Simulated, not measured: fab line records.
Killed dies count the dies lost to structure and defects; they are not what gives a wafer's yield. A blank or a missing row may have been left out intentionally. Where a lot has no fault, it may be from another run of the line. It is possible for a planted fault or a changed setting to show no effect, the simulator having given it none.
fab line records :: flow n5_finfet
record:
  lots: 4
  wafers: 12
  last_day: 16
route steps=1938 shown BEOL_M4@1099 BEOL_M5@1112 MIM_BOT@1833 PASSIVATION@1936
lots untouched by any fault: they come from a run of this same line in which no faults occurred
start_h: the number of hours between the record's first day and the start of the first shown wafer of the lot :: wait_h: hours from the lot's prior step to this one :: " repeats the value in the row above :: L1.1+2: a row that stands for several wafers :: - no value, or no start was given :: * or withheld: withheld :: < > ~ a bound
route shown NAME@n: NAME is a module with steps in the file, n the number in the route of the first one :: usual: mean/standard deviation of fault-free wafers :: same: alike in all rows :: chamber/n: place in a boat :: sites: per-site readings :: _std_site: standard deviation across them :: _edge_site: inner sites' mean taken away from outer sites' mean :: radius_mm: for every site, how far away it sits from the centre of the wafer :: mask NAME#n: copy n :: behind: the tool/chamber that last shaped the wafer :: hold: what put the lot on hold/how long, in hours/how the hold closed :: device: which transistor (n, p or np) failed to switch :: end of line: tests of these same wafers at the route's end :: a step with no rows: only its recipe :: killed: dies lost to structure and defects at the first sort, not the wafer's yield :: map: shows each die of a wafer: x if killed, . if not, _ if none is there
set.NAME: the setting that was run; set.NAME@STEP: the one run at that earlier step :: model.NAME: the simulator's own value behind a step, which no gauge read
certain route steps with their lots: each step a table, each wafer a row
== steps ==
step: N5_BEOL_M4_ANNEAL_95
recipe:
  temp_c: 400
  time_s: 240
  ambient: vacuum
step: N5_BEOL_M4_SPUTTER_96
recipe:
  material: Cu
  target_thk_a: 45
  temp_c: -20
  chamber_pressure_pa: 0.07
  power_w: withheld
  time_s: 8.29
step: N5_BEOL_M4_ECD_50
recipe:
  material: Cu
  target_thk_a: 3000
step: N5_BEOL_M4_ANNEAL_51
recipe:
  temp_c: 225
  time_s: 90
  ambient: N2
step: N5_BEOL_M4_CMP_52
recipe:
  stop_on: SiOC
  t_overpolish_s: 6.8
  down_force_psi: 1
  platen_rpm: 50
  clearing_platen_down_force_psi: 1.5
  clearing_platen_rpm: 50
  post_cmp_clean: cu_alkaline
  target_thk_nm: 40
  clearing_platen_pad_velocity_m_s: 0.99484
  pad_velocity_m_s: 0.99484
step: N5_BEOL_M4_PRE_CLEAN_60
recipe:
  gas: NH3/H2
  time_s: 15
  temp_c: *
  rf_power_w: 300
step: N5_BEOL_M4_CO_CAP_55
recipe:
  material: Co
  target_thk_a: 20
  temp_c: 200
  precursor: CCTBA/H2
  pressure_torr: 30
  time_s: 102.1
step: N5_BEOL_M4_PRE_CLEAN_56
recipe:
  gas: NH3
  time_s: 15
  temp_c: withheld
  rf_power_w: 300
step: N5_BEOL_M4_DEP_57
recipe:
  material: SiCN
  target_thk_a: 80
  temp_c: withheld
  precursor: 3MS/NH3
  pressure_torr: 3
  rf_w: 202
  time_s: 14
step: N5_BEOL_M4_RC_MEAS_101
usual:
  DIBL_N: 35.8/1.8
  DIBL_P: 35.6/2
  IOFF_N: 0.148/0.028
  IOFF_P: 0.20/0.034
  ION_N: 672/12
  ION_P: 462/8.5
  SS_N: 71.2/0.65
  SS_P: 73.1/0.67
  VT_N: 251/3.3
  VT_P: -251/3.8
lot.wafer: L942.3
tool: prober-01
chamber: 0
start_h: 242.45
wait_h: 0.3
DIBL_N[mV/V]: 35.0
DIBL_P[mV/V]: 36.5
IOFF_N[nA/um]: 0.149
IOFF_P[nA/um]: 0.22
ION_N[uA/um]: 667
ION_P[uA/um]: 466
SS_N[mV/dec]: 71.0
SS_P[mV/dec]: 73.6
VT_N[mV]: 250
VT_P[mV]: -251

lot.wafer: L942.5
tool: prober-01
chamber: 0
start_h: 242.45
wait_h: 0.3
DIBL_N[mV/V]: 35.1
DIBL_P[mV/V]: 36.5
IOFF_N[nA/um]: 0.157
IOFF_P[nA/um]: 0.22
ION_N[uA/um]: 676
ION_P[uA/um]: 465
SS_N[mV/dec]: 71.2
SS_P[mV/dec]: 73.3
VT_N[mV]: 248
VT_P[mV]: -248

lot.wafer: L942.6
tool: prober-01
chamber: 0
start_h: 242.45
wait_h: 0.3
DIBL_N[mV/V]: 35.4
DIBL_P[mV/V]: 36.0
IOFF_N[nA/um]: 0.158
IOFF_P[nA/um]: 0.21
ION_N[uA/um]: 665
ION_P[uA/um]: 458
SS_N[mV/dec]: 71.1
SS_P[mV/dec]: 73.4
VT_N[mV]: 248
VT_P[mV]: -250

lot.wafer: L948.3
tool: prober-01
chamber: 0
start_h: 267.62
wait_h: 0.3
DIBL_N[mV/V]: 37.0
DIBL_P[mV/V]: 37.7
IOFF_N[nA/um]: 0.157
IOFF_P[nA/um]: 0.21
ION_N[uA/um]: 676
ION_P[uA/um]: 463
SS_N[mV/dec]: 71.7
SS_P[mV/dec]: 73.4
VT_N[mV]: 250
VT_P[mV]: -252

lot.wafer: L948.5
tool: prober-01
chamber: 0
start_h: 267.62
wait_h: 0.3
DIBL_N[mV/V]: 37.7
DIBL_P[mV/V]: 38.0
IOFF_N[nA/um]: 0.160
IOFF_P[nA/um]: 0.20
ION_N[uA/um]: 668
ION_P[uA/um]: 460
SS_N[mV/dec]: 71.7
SS_P[mV/dec]: 74.1
VT_N[mV]: 251
VT_P[mV]: -251

lot.wafer: L948.6
tool: prober-01
chamber: 0
start_h: 267.62
wait_h: 0.3
DIBL_N[mV/V]: 36.9
DIBL_P[mV/V]: 36.7
IOFF_N[nA/um]: 0.158
IOFF_P[nA/um]: 0.19
ION_N[uA/um]: 673
ION_P[uA/um]: 455
SS_N[mV/dec]: 72.4
SS_P[mV/dec]: 73.3
VT_N[mV]: 250
VT_P[mV]: -253

lot.wafer: L949.1
tool: prober-02
chamber: 0
start_h: 273.76
wait_h: 0.0
DIBL_N[mV/V]: 34.3
DIBL_P[mV/V]: 33.8
IOFF_N[nA/um]: 0.113
IOFF_P[nA/um]: 0.16
ION_N[uA/um]: 658
ION_P[uA/um]: 452
SS_N[mV/dec]: 70.9
SS_P[mV/dec]: 72.3
VT_N[mV]: 258
VT_P[mV]: -257

lot.wafer: L949.3
tool: prober-02
chamber: 0
start_h: 273.76
wait_h: 0.0
DIBL_N[mV/V]: 33.6
DIBL_P[mV/V]: 33.0
IOFF_N[nA/um]: 0.107
IOFF_P[nA/um]: 0.14
ION_N[uA/um]: 659
ION_P[uA/um]: 453
SS_N[mV/dec]: 70.2
SS_P[mV/dec]: 71.4
VT_N[mV]: 256
VT_P[mV]: -256

lot.wafer: L949.4
tool: prober-02
chamber: 0
start_h: 273.76
wait_h: 0.0
DIBL_N[mV/V]: 38.4
DIBL_P[mV/V]: 39.4
IOFF_N[nA/um]: 0.190
IOFF_P[nA/um]: 0.24
ION_N[uA/um]: 689
ION_P[uA/um]: 467
SS_N[mV/dec]: 71.5
SS_P[mV/dec]: 73.6
VT_N[mV]: 249
VT_P[mV]: -251

lot.wafer: L950.1
tool: prober-02
chamber: 0
start_h: 282.93
wait_h: 0.0
DIBL_N[mV/V]: 37.1
DIBL_P[mV/V]: 35.0
IOFF_N[nA/um]: 0.162
IOFF_P[nA/um]: 0.19
ION_N[uA/um]: 674
ION_P[uA/um]: 450
SS_N[mV/dec]: 71.5
SS_P[mV/dec]: 73.4
VT_N[mV]: 251
VT_P[mV]: -253

lot.wafer: L950.2
tool: prober-02
chamber: 0
start_h: 282.93
wait_h: 0.0
DIBL_N[mV/V]: 37.5
DIBL_P[mV/V]: 35.6
IOFF_N[nA/um]: 0.165
IOFF_P[nA/um]: 0.20
ION_N[uA/um]: 670
ION_P[uA/um]: 454
SS_N[mV/dec]: 71.8
SS_P[mV/dec]: 73.2
VT_N[mV]: 252
VT_P[mV]: -251

lot.wafer: L950.6
tool: prober-02
chamber: 0
start_h: 282.93
wait_h: 0.0
DIBL_N[mV/V]: 37.9
DIBL_P[mV/V]: 36.2
IOFF_N[nA/um]: 0.174
IOFF_P[nA/um]: 0.20
ION_N[uA/um]: 669
ION_P[uA/um]: 453
SS_N[mV/dec]: 71.5
SS_P[mV/dec]: 73.8
VT_N[mV]: 252
VT_P[mV]: -251
step: N5_BEOL_M5_ILD_DEP_00
recipe:
  material: SiCOH_lowk
  target_thk_a: 1406.4
  temp_c: 300
  precursor: DEMS/porogen
  pressure_torr: 5
  rf_w: 500
  time_s: 25.9
step: N5_BEOL_M5_CURE_79
recipe:
  temp_c: 385
  time_s: 240
  ambient: He/Ar
  material: SiCOH_lowk
step: N5_BEOL_M5_PECVD_70
recipe:
  material: SiO2
  target_thk_a: 160
  temp_c: 400
  precursor: TEOS/O2
  pressure_torr: 5.5
  rf_w: 450
  teos_flow_sccm: 53.8
  gas: O2
  flow_sccm: 3000
  time_s: 18
step: N5_BEOL_M5_HM_DEP_02
recipe:
  material: TiN
  target_thk_a: 200
  temp_c: 25
  chamber_pressure_pa: 0.49996
step: N5_BEOL_M5_COAT_59
recipe:
  resist: SOC
  temp_c: 250
  time_s: 60
  spin_rpm: 1500
  resist_thk_nm: 60
step: N5_BEOL_M5_COAT_60
recipe:
  resist: SiARC
  temp_c: 220
  time_s: 60
  spin_rpm: 1500
  resist_thk_nm: 12
step: N5_BEOL_M5_COAT_71
recipe:
  resist: underlayer
  temp_c: 205
  time_s: 60
  spin_rpm: 1500
  resist_thk_nm: 5
step: N5_BEOL_M5_COAT_05
recipe:
  resist: CAR-EUV
  spin_rpm: 1500
  resist_thk_nm: 30
step: N5_BEOL_M5_EBR_07
recipe:
  solvent: PGMEA
  ebr_width_mm: 1.5
step: N5_BEOL_M5_SOFTBAKE_06
recipe:
  temp_c: 110
  time_s: 60
  resist: CAR-EUV
step: N5_BEOL_M5_EXPOSE_08
recipe:
  mask_id: M5
  na: 0.33
  source_shape: annular
  sigma_inner: 0.4
  sigma_outer: 0.8
  polarization: unpolarized
  target_cd_nm: 28
  dose_mj: 35.75
step: N5_BEOL_M5_PEB_09
recipe:
  peb_temp_c: 100
  peb_time_s: 60
  resist: CAR-EUV
step: N5_BEOL_M5_DEVELOP_10
recipe:
  develop_time_s: 30
  developer: TMAH
  resist: CAR-EUV
  rinse_liquid: surfactant_rinse
  dry: air_spin
  dev_temp_c: 23
step: N5_BEOL_M5_DESCUM_16
recipe:
  chemistry: O2
  time_s: 7
  source_power_w: 50
  bias_power_w: 20
  pressure_mtorr: 20
  rf_frequency_hz: 2.712e+07
  temp_c: 40
  resist: CAR-EUV
  o2_flow_sccm: 225
step: N5_BEOL_M5_ETCH_72
recipe:
  chemistry: N2/H2
  target: underlayer
  target_depth_a: 65
  mask_material: CAR-EUV
  time_s: 5.2
  ion_energy_ev: 200
  pressure_mtorr: 30
  source_w: 840
  bias_w: 150
  n2_flow_sccm: 200
  h2_flow_sccm: 200
  ends: cleared
step: N5_BEOL_M5_ETCH_61
recipe:
  chemistry: CF4
  target: SiARC
  target_depth_a: 156
  mask_material: CAR-EUV
  time_s: 26
  ion_energy_ev: 80
  pressure_mtorr: 40
  source_w: 545
  bias_w: 36
  Ar_flow_sccm: 100
  cf4_flow_sccm: 100
  ends: cleared
step: N5_BEOL_M5_ETCH_62
recipe:
  chemistry: N2/H2
  target: SOC
  target_depth_a: 750
  overetch_a: 150
  mask_material: SiARC
  temp_c: 40
  time_s: 112.5
  ion_energy_ev: 200
  pressure_mtorr: 30
  source_w: 840
  bias_w: 150
  n2_flow_sccm: 200
  h2_flow_sccm: 200
step: N5_BEOL_M5_STRIP_63
recipe:
  chemistry: N2/H2
  temp_c: 40
  n2_flow_sccm: 200
  h2_flow_sccm: 200
  rf_frequency_hz: 6e+07
step: N5_BEOL_M5_STRIP_73
recipe:
  chemistry: N2/H2
  temp_c: 40
  n2_flow_sccm: 200
  h2_flow_sccm: 200
  rf_frequency_hz: 6e+07
step: N5_BEOL_M5_STRIP_64
recipe:
  chemistry: CF4
  resist: SiARC
  power_w: 300
  bias_power_w: 75
  pressure_mtorr: 50
  cf4_flow_sccm: 150
  rf_frequency_hz: 6e+07
step: N5_BEOL_M5_HM_OPEN_17
recipe:
  chemistry: Cl2/BCl3
  target_depth_a: 200
  overetch_a: 60
  target: TiN
  mask_material: SOC
  ion_energy_ev: 150
  pressure_mtorr: 10
  icp_w: 1000
  bias_w: 126
  Cl2_flow_sccm: 53.25
  bcl3_flow_sccm: 21.75
  Ar_flow_sccm: 25
step: N5_BEOL_M5_STRIP_19
recipe:
  chemistry: O2
  power_w: 400
  temp_c: 40
  pressure_mtorr: 30
  rf_frequency_hz: 6e+07
  bias_power_w: 0
  overash_fraction: 0.2
  o2_flow_sccm: 225
step: N5_BEOL_M5_COAT_65
recipe:
  resist: SOC
  temp_c: 250
  time_s: 60
  spin_rpm: 1500
  resist_thk_nm: 60
step: N5_BEOL_M5_COAT_66
recipe:
  resist: SiARC
  temp_c: 220
  time_s: 60
  spin_rpm: 1500
  resist_thk_nm: 12
step: N5_MIM_BOT_SPUTTER_00
recipe:
  material: TiN
  target_thk_a: 350
  temp_c: 200
  power_w: 3000
  chamber_pressure_pa: 0.49996
  gas: Ar
  reactive_partial_pa: 0.37997
  time_s: 89.7
usual:
  throttle_valve_pct: 30.4/1
lot.wafer: L942.3
tool: pvd_sputter-01
chamber: -
start_h: 329.27
wait_h: 0.0
throttle_valve_pct: 30.9
model.TiN_of_MIM_BOT_SPUTTER_00.thk_nm: 35

lot.wafer: L942.5
tool: pvd_sputter-01
chamber: -
start_h: 329.27
wait_h: 0.0
throttle_valve_pct: 31.7
model.TiN_of_MIM_BOT_SPUTTER_00.thk_nm: 34.8

lot.wafer: L942.6
tool: pvd_sputter-01
chamber: -
start_h: 329.27
wait_h: 0.0
throttle_valve_pct: 31.1
model.TiN_of_MIM_BOT_SPUTTER_00.thk_nm: 35

lot.wafer: L948.3
tool: pvd_sputter-01
chamber: -
start_h: 362.73
wait_h: 0.0
throttle_valve_pct: 31.4
model.TiN_of_MIM_BOT_SPUTTER_00.thk_nm: 35.4

lot.wafer: L948.5
tool: pvd_sputter-01
chamber: -
start_h: 362.73
wait_h: 0.0
throttle_valve_pct: 29.5
model.TiN_of_MIM_BOT_SPUTTER_00.thk_nm: 35

lot.wafer: L948.6
tool: pvd_sputter-01
chamber: -
start_h: 362.73
wait_h: 0.0
throttle_valve_pct: 31.1
model.TiN_of_MIM_BOT_SPUTTER_00.thk_nm: 35.4

lot.wafer: L949.1
tool: pvd_sputter-01
chamber: -
start_h: 367.93
wait_h: 0.0
throttle_valve_pct: 31.2
model.TiN_of_MIM_BOT_SPUTTER_00.thk_nm: 44.8

lot.wafer: L949.3
tool: pvd_sputter-01
chamber: -
start_h: 367.93
wait_h: 0.0
throttle_valve_pct: 31.5
model.TiN_of_MIM_BOT_SPUTTER_00.thk_nm: 44.8

lot.wafer: L949.4
tool: pvd_sputter-01
chamber: -
start_h: 367.93
wait_h: 0.0
throttle_valve_pct: 29.6
model.TiN_of_MIM_BOT_SPUTTER_00.thk_nm: 44.8

lot.wafer: L950.1
tool: pvd_sputter-01
chamber: -
start_h: 373.96
wait_h: 0.0
throttle_valve_pct: 29.2
model.TiN_of_MIM_BOT_SPUTTER_00.thk_nm: 44.6

lot.wafer: L950.2
tool: pvd_sputter-01
chamber: -
start_h: 373.96
wait_h: 0.0
throttle_valve_pct: 30.8
model.TiN_of_MIM_BOT_SPUTTER_00.thk_nm: 44.6

lot.wafer: L950.6
tool: pvd_sputter-01
chamber: -
start_h: 373.96
wait_h: 0.0
throttle_valve_pct: 29.2
model.TiN_of_MIM_BOT_SPUTTER_00.thk_nm: 44.6
step: N5_PASSIVATION_PROBE_49
usual:
  defect_limited_yield: 91.3/1.5
  killed_at_M0_to_M3: 34/11
  killed_at_M4_up: 14/6.1
  killed_at_contacts: 12/5.9
  killed_at_front_end: 39/11
  killed_at_other: 4/3.3
  killed_dies: 102/18
  killed_open: 67/13
  killed_short: 33/7.9
  sort_bin_5_function: 5.1/1
  sort_bin_6_memory: 3.3/0.7
  sort_n_pass: 1077/19
  sort_yield_pct: 91.3/1.6
same:
  gross_dies: 1180
  killed_at_back_side: 0
  sort_bin_4_leakage[%]: 0
  sort_bin_8_speed[%]: 0
lot.wafer: L949.1
tool: prober-01
chamber: -
start_h: 382.61
wait_h: 0.0
defect_limited_yield[%]: 52.8
killed_at_M0_to_M3: 56
killed_at_M4_up: 16
killed_at_contacts: 7
killed_at_front_end: 40
killed_at_other: 438
killed_dies: 557
killed_open: 93
killed_short: 29
sort_bin_5_function[%]: 7.5
sort_bin_6_memory[%]: 2.8
sort_n_pass: 623
sort_yield_pct[%]: 52.8

lot.wafer: L949.3
tool: prober-01
chamber: -
start_h: 382.71
wait_h: 0.1
defect_limited_yield[%]: 52.8
killed_at_M0_to_M3: 50
killed_at_M4_up: 14
killed_at_contacts: 17
killed_at_front_end: 44
killed_at_other: 432
killed_dies: 557
killed_open: 80
killed_short: 45
sort_bin_5_function[%]: 7.2
sort_bin_6_memory[%]: 3.5
sort_n_pass: 623
sort_yield_pct[%]: 52.8

lot.wafer: L949.4
tool: prober-01
chamber: -
start_h: 382.76
wait_h: 0.2
defect_limited_yield[%]: 55.4
killed_at_M0_to_M3: 21
killed_at_M4_up: 15
killed_at_contacts: 9
killed_at_front_end: 33
killed_at_other: 448
killed_dies: 526
killed_open: 54
killed_short: 21
sort_bin_5_function[%]: 4.0
sort_bin_6_memory[%]: 2.5
sort_n_pass: 654
sort_yield_pct[%]: 55.4

lot.wafer: L950.1
tool: prober-02
chamber: -
start_h: 385.92
wait_h: 0.0
defect_limited_yield[%]: 56.9
killed_at_M0_to_M3: 24
killed_at_M4_up: 15
killed_at_contacts: 20
killed_at_front_end: 18
killed_at_other: 432
killed_dies: 509
killed_open: 56
killed_short: 21
sort_bin_5_function[%]: 4.2
sort_bin_6_memory[%]: 2.0
sort_n_pass: 671
sort_yield_pct[%]: 56.9

lot.wafer: L950.2
tool: prober-02
chamber: -
start_h: 385.97
wait_h: 0.1
defect_limited_yield[%]: 56.4
killed_at_M0_to_M3: 25
killed_at_M4_up: 16
killed_at_contacts: 20
killed_at_front_end: 22
killed_at_other: 432
killed_dies: 515
killed_open: 62
killed_short: 22
sort_bin_5_function[%]: 4.1
sort_bin_6_memory[%]: 2.7
sort_n_pass: 665
sort_yield_pct[%]: 56.4

lot.wafer: L950.6
tool: prober-02
chamber: -
start_h: 386.17
wait_h: 0.3
defect_limited_yield[%]: 54.7
killed_at_M0_to_M3: 25
killed_at_M4_up: 11
killed_at_contacts: 25
killed_at_front_end: 39
killed_at_other: 435
killed_dies: 535
killed_open: 59
killed_short: 41
sort_bin_5_function[%]: 4.8
sort_bin_6_memory[%]: 3.3
sort_n_pass: 645
sort_yield_pct[%]: 54.7
killed by level:class
L949.1 MIM_BOT:area_sputter=433 BEOL_M3:geometric_particle:open=29 BEOL_M2:geometric_particle:open=11 FIN_SAQP:geometric_particle:short=7 STI_FIN_REVEAL:geometric_particle:open=7 DUMMY_GATE:geometric_particle:open=6 MOL_CONTACT_COAG:geometric_particle:open=6 STARTING-WAFER:geometric_particle:open=5
L949.3 MIM_BOT:area_sputter=430 MOL_CONTACT_COAG:geometric_particle:open=15 FIN_SAQP:geometric_particle:short=12 BEOL_M1:geometric_particle:open=11 BEOL_M0_SAQP:geometric_particle:open=9 BEOL_M4:geometric_particle:open=9 DUMMY_GATE:geometric_particle:open=8 BEOL_M2:geometric_particle:open=8
L949.4 MIM_BOT:area_sputter=445 MOL_CONTACT_COAG:geometric_particle:open=8 FIN_SAQP:geometric_particle:open=7 BEOL_M2:geometric_particle:open=7 FIN_SAQP:geometric_particle:short=6 STI_FIN_REVEAL:geometric_particle:open=6 DUMMY_GATE:geometric_particle:open=5 BEOL_M2:geometric_particle:short=3
L950.1 MIM_BOT:area_sputter=432 MOL_CONTACT_COAG:geometric_particle:open=17 BEOL_M0_SAQP:geometric_particle:open=7 BEOL_M4:geometric_particle:open=7 BEOL_M0_SAQP:geometric_particle:short=5 DUMMY_GATE:geometric_particle:open=4 GATE_CUT:geometric_particle:short=4 BEOL_M3:geometric_particle:open=4
L950.2 MIM_BOT:area_sputter=431 MOL_CONTACT_COAG:geometric_particle:open=18 FIN_SAQP:geometric_particle:open=7 BEOL_M3:geometric_particle:open=7 BEOL_M4:geometric_particle:open=7 FIN_SAQP:geometric_particle:short=5 BEOL_M0_SAQP:geometric_particle:open=5 BEOL_M0_SAQP:geometric_particle:short=5
L950.6 MIM_BOT:area_sputter=435 MOL_CONTACT_COAG:geometric_particle:open=18 FIN_SAQP:geometric_particle:short=7 MOL_CONTACT_COAG:geometric_particle:short=7 BEOL_M0_SAQP:geometric_particle:short=7 BEOL_M0_SAQP:geometric_particle:open=7 DUMMY_GATE:geometric_particle:open=4 GATE_CUT:geometric_particle:open=4
map L949.1 (x killed, . not)
_________________........x.x.________________
______________..........x......._____________
___________...........x............__________
__________.....x.x....xx..x.....x.x._________
________.x.......x.x....x....x..x....._______
_______.......xx....xxxxxx..x.x..x.....______
______......xx..x......xxxxx.x.x....x..._____
_____....x..x.x.xxxxxxxxx..xxx....x......____
____.x.......xx.xxxxxxxxxxxxxxxx.......x..___
___....x.....x.xxxxxxxxxxxxxxxxxx..........__
___...........x.xxxxxxxxxxx.xxxxxxx.......x__
__.xx...x.xx.xxxxxxxxxxxxxxxxxxxxxx........._
__...x.xx.xxxxxxxxxxxxxxxxxxxxxxxx.xx......._
_....x.....xx.xxxxxxxxxxxxxxxxxxxxxx.x...x...
_.......xxxxxxxxxxxxxxxxxxxxxxxxxx...x.......
_....xx.x..x.xxxxxxxxxxxxxxxxxxxxx.x.....x..x
_........xxxxxxxxxxxxxxxxxxxxxxxxx..xx.......
_.....xxx.xxxxxxxxxxxxxxxxxxxxxxxxx.xx.......
_.....xx.xxxxxxxxxxxxxxxxxxxxxxxxxxx......x..
_.x..x...xxxxxxxxxxxxxxxxxxxxxxxxxxx.......x.
_..........xxxxxxxxxxxxxxxxxxxxxxxxx......x..
__.x.....x.xxxxxxxxxxxxxxxxxxxxxxxx.x....x.._
__..x.......x.xxxxxxxxxxxxxxxxxxxxx...x..x.._
___..x....xxxxxx.xxxxxxxxx.xxxxxxx.........__
___......x..xxx.xxxx...xxxxxxxxx.x.........__
____........x.xxxxxxxxxx.x..xxx.xx.x....x.___
_____.........x...x.xxx.xxxxxxxxxx.......____
______.......x....x..xx.x.x.x.x...x....._____
_______x.x...........x.xxxxx.x....x....______
________..............x.............x._______
__________.x.........x.......x......_________
___________...........x...x..x.....__________
______________....x.......x.x..._____________
_________________..x.....x..x________________
map L950.6 (x killed, . not)
_________________............________________
______________..x.....x.x......._____________
___________...x......x.........x...__________
__________x..x.....x...........x...._________
________.x.......x.....xx............._______
_______..x.x........xxx.x.xx.x.....x...______
______.........x..xx.x..xxx...xx........_____
_____x.........xx.xx.xxx....x......x.....____
____..........x.xxxxxxxxxxxxxx.xx...x.x...___
___..x......xxxxxxxxxxxxxxxxxxx.x..........__
___........xxxxx.xxxxxxxxxxxxxxxxx.........__
__.x...x...xxxxxxxxxxxxxxxxxxxxxxxx.x......._
__......x..xxxxxxxxxxxxxxxxxxxxxxxxxx.x.x..._
_......xxxxxxxxxxxxxxxxxxxxxxxxxxxx..........
_.....x...xxxxxxxxxxxxxxxxxxxxxxxx.xxx.......
_.......x.xxxxxxxxxxxxxxxxxxxxxxxxxx.xx.x....
_........xxxxxxxxxxxxxxxxxxxxxxxxxxxxx..x....
_....x...x.xxxxxxxxxxxxxxxxxxxxxxxx..x.x.....
_........xxxxxxxxxxxxxxxxxxxxxxxxxx.x........
_......x...xxxxxxxxxxxxxxxxxxxxxxxxx.........
_....x....xxxxx.xxxxxxxxxxxxxxxx.xx.x........
__.x...xx...xxxxxxxxxxxxxxxxxxx..x..xx.xx..._
__........xxxxxxxxxxxxxxxxxxxxxxxx.x........_
___.....xxxxxxxxxxxxxxxxxxxxxxx.xx.........__
___........xxxxx.xxxxxxxxxxxxx..xxxxxx..x..__
____........x.xxxxx.xxxx.xxxxx.....x.....x___
_____........x.xx.x.xxxxx.xx.x...........____
______.....x...xx...xxxx.x.x............_____
_______.x........x..x....x........x....______
________.........x.....x.............._______
__________.....x...x.x.............x_________
___________........................__________
______________.........x........_____________
_________________............________________
== key ==
first_sign:
  step: N5_PASSIVATION_PROBE_49
  reading: killed_at_other
  direction: up
  sigmas: 99+
  usual: 4
  struck: 436
effect:
  step: N5_PASSIVATION_PROBE_49
  reading: defect_limited_yield
  direction: down
  sigmas: 24
  usual: 91.3
  struck: 54.8
model_effect:
  step: N5_MIM_BOT_SPUTTER_00
  value: TiN_of_MIM_BOT_SPUTTER_00.thk_nm
  without: 34.7
  struck: 44.7
more_kills_born_at:
  N5_MIM_BOT_SPUTTER_00@pvd_sputter-01: 2606
met_at N5_MIM_BOT_SPUTTER_00
struck_wafers L949.1,L949.3,L949.4,L950.1,L950.2,L950.6
onset_between 362.73 367.93
also_fits time
fault:
  kind: process_parameter_drift
  tool: pvd_sputter-01
  chamber: -
  onset_h: 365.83
  steps: N5_MIM_BOT_SPUTTER_00
  channel: time_s
  offset: *
  shape: step
  end_h: 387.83
  acts_in: *
  stated: *
